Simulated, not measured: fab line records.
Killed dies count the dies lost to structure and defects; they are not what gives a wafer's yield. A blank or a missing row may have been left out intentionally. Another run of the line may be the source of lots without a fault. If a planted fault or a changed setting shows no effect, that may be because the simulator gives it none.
Chamber matching / flow n5 finfet / N5_BEOL_M13_ILD_DEP_00 on pecvd-03: 3 sister chambers
The step deposits SiOC from DEMS/O2, target thk 837.92 nm, time 166.4 s. 16 wafers are shown with their chamber, then 8 later ones without.

## EACH WAFER AND ITS CHAMBER
wafer=L077.1; chamber=0; throttle valve pct (%)=12.5; showerhead plenum p Torr (Torr)=5.684; heater power w (W)=409
wafer=L077.2; chamber=1; throttle valve pct (%)=11.6; showerhead plenum p Torr (Torr)=5.695; heater power w (W)=454
wafer=L077.4; chamber=0; throttle valve pct (%)=12.4; showerhead plenum p Torr (Torr)=5.686; heater power w (W)=454
wafer=L081.3; chamber=2; throttle valve pct (%)=10.5; showerhead plenum p Torr (Torr)=5.677; heater power w (W)=480
wafer=L081.4; chamber=2; throttle valve pct (%)=10.7; showerhead plenum p Torr (Torr)=5.686; heater power w (W)=498
wafer=L081.6; chamber=1; throttle valve pct (%)=11.3; showerhead plenum p Torr (Torr)=5.691; heater power w (W)=454
wafer=L083.2; chamber=0; throttle valve pct (%)=12.6; showerhead plenum p Torr (Torr)=5.677; heater power w (W)=480
wafer=L083.5; chamber=2; throttle valve pct (%)=10.6; showerhead plenum p Torr (Torr)=5.673; heater power w (W)=435
wafer=L083.6; chamber=0; throttle valve pct (%)=12.9; showerhead plenum p Torr (Torr)=5.695; heater power w (W)=491
wafer=L090.1; chamber=1; throttle valve pct (%)=11.8; showerhead plenum p Torr (Torr)=5.698; heater power w (W)=404
wafer=L090.5; chamber=1; throttle valve pct (%)=11.4; showerhead plenum p Torr (Torr)=5.687; heater power w (W)=460
wafer=L090.6; chamber=2; throttle valve pct (%)=10.9; showerhead plenum p Torr (Torr)=5.680; heater power w (W)=548
wafer=L093.2; chamber=2; throttle valve pct (%)=10.9; showerhead plenum p Torr (Torr)=5.667; heater power w (W)=505
wafer=L093.4; chamber=2; throttle valve pct (%)=10.7; showerhead plenum p Torr (Torr)=5.677; heater power w (W)=549
wafer=L093.6; chamber=0; throttle valve pct (%)=12.2; showerhead plenum p Torr (Torr)=5.687; heater power w (W)=515
wafer=L076.2; chamber=1; throttle valve pct (%)=11.8; showerhead plenum p Torr (Torr)=5.693; heater power w (W)=477

SIGNATURES (averages over the wafers above)
reading=throttle valve pct; chamber 0=12.520; chamber 1=11.580; chamber 2=10.717; scatter within a chamber=0.216
reading=showerhead plenum p Torr; chamber 0=5.68580; chamber 1=5.69280; chamber 2=5.67667; scatter within a chamber=0.00582
reading=heater power w; chamber 0=469.80; chamber 1=449.80; chamber 2=502.50; scatter within a chamber=38.1
Rule: distance of a wafer from a chamber = root of the sum over the readings of ((wafer's reading minus chamber's mean) / reading's scatter) squared. The wafer belongs to the nearest chamber; if the next one is less than 2 further off, it can't be placed. The scatter is the square root of a quotient: the sum, over the shown wafers, of each reading's squared deviation from its chamber's mean, divided by wafers minus chambers.

## WAFERS WITH NO CHAMBER GIVEN
wafer=L076.3; throttle valve pct (%)=10.6; showerhead plenum p Torr (Torr)=5.693; heater power w (W)=532
wafer=L076.5; throttle valve pct (%)=11.6; showerhead plenum p Torr (Torr)=5.685; heater power w (W)=482
wafer=L095.1; throttle valve pct (%)=12.8; showerhead plenum p Torr (Torr)=5.701; heater power w (W)=510
wafer=L095.3; throttle valve pct (%)=11.7; showerhead plenum p Torr (Torr)=5.708; heater power w (W)=412
wafer=L095.6; throttle valve pct (%)=12.6; showerhead plenum p Torr (Torr)=5.693; heater power w (W)=396
wafer=L096.1; throttle valve pct (%)=12.7; showerhead plenum p Torr (Torr)=5.693; heater power w (W)=427
wafer=L096.3; throttle valve pct (%)=11.7; showerhead plenum p Torr (Torr)=5.684; heater power w (W)=396
wafer=L096.4; throttle valve pct (%)=12.7; showerhead plenum p Torr (Torr)=5.693; heater power w (W)=464

## WHICH CHAMBER EACH WENT THROUGH
wafer=L076.3; from the rows above=2; in truth=2
wafer=L076.5; from the rows above=1; in truth=1
wafer=L095.1; from the rows above=0; in truth=0
wafer=L095.3; from the rows above=1; in truth=1
wafer=L095.6; from the rows above=0; in truth=0
wafer=L096.1; from the rows above=0; in truth=0
wafer=L096.3; from the rows above=1; in truth=1
wafer=L096.4; from the rows above=0; in truth=0
Correct placement for 8 of the 8. Number that these rows cannot place: 0. 0 placed wrongly.
